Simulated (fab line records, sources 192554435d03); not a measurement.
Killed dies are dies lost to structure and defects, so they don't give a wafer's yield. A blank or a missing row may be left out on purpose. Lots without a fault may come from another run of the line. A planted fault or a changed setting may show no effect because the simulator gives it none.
Chamber matching | flow n5_finfet | N5_BEOL_M9_CURE_71 on uv_cure-02: 3 sister chambers
The step cures SiCOH lowk, time 240 s. 20 wafers are shown with their chamber, then 10 later ones without.

WAFERS WITH THEIR CHAMBER
wafer  | chamber | wafer_temp_C_max | lamp_power_pct (%)
L074.3 | 1       | 386.0            | 52.28
L074.4 | 1       | 385.9            | 52.27
L074.5 | 1       | 386.0            | 52.20
L075.1 | 0       | 387.7            | 52.36
L075.4 | 0       | 387.7            | 52.31
L075.6 | 0       | 386.9            | 52.19
L075.2 | 0       | 388.1            | 52.28
L075.3 | 0       | 387.5            | 52.31
L075.5 | 0       | 387.2            | 52.30
L077.2 | 1       | 386.0            | 52.33
L077.4 | 1       | 386.6            | 52.24
L077.5 | 1       | 386.4            | 52.21
L082.1 | 2       | 386.7            | 52.31
L082.3 | 2       | 386.8            | 52.31
L082.6 | 2       | 386.4            | 52.27
L081.2 | 1       | 386.1            | 52.28
L081.3 | 1       | 386.1            | 52.27
L081.4 | 1       | 386.1            | 52.36
L092.1 | 1       | 386.1            | 52.31
L092.2 | 1       | 386.1            | 52.32

SIGNATURES (means of the wafers above)
reading          | chamber 0 | chamber 1 | chamber 2 | scatter within a chamber
wafer_temp_C_max | 387.517   | 386.127   | 386.633   | 0.285
lamp_power_pct   | 52.2917   | 52.2791   | 52.2967   | 0.0494
Rule: a wafer's distance from a chamber is the root of the sum, over the readings, of the square of ((its reading less the chamber's mean) divided by the reading's scatter). The wafer belongs to the nearest chamber; if the next one is less than 2 further off, it can't be placed. The scatter: the root of (the sum of the squares of (reading less its chamber's mean) over the shown wafers, divided by (wafers less chambers)).

WAFERS WITHOUT THEIR CHAMBER
wafer  | wafer_temp_C_max | lamp_power_pct (%)
L092.4 | 386.0            | 52.21
L092.3 | 386.1            | 52.27
L092.5 | 386.5            | 52.36
L092.6 | 386.5            | 52.34
L094.1 | 387.1            | 52.33
L094.5 | 387.1            | 52.33
L094.6 | 387.8            | 52.35
L096.1 | 386.4            | 52.45
L096.2 | 386.3            | 52.32
L096.6 | 385.9            | 52.26

WHICH CHAMBER EACH WENT THROUGH
wafer  | from the rows above          | in truth
L092.4 | can't be placed: 1 or 2      | 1
L092.3 | can't be placed: 1 or 2      | 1
L092.5 | can't be placed: 2 or 1      | 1
L092.6 | can't be placed: 2 or 1      | 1
L094.1 | can't be placed: 0 or 2 or 1 | 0
L094.5 | can't be placed: 0 or 2 or 1 | 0
L094.6 | 0                            | 0
L096.1 | can't be placed: 2 or 1 or 0 | 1
L096.2 | can't be placed: 1 or 2      | 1
L096.6 | can't be placed: 1 or 2      | 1
Placed correctly: 1 of 10. Can't be placed from these rows: 9 (the true chamber is among the candidates in 9). Placed wrongly: 0.
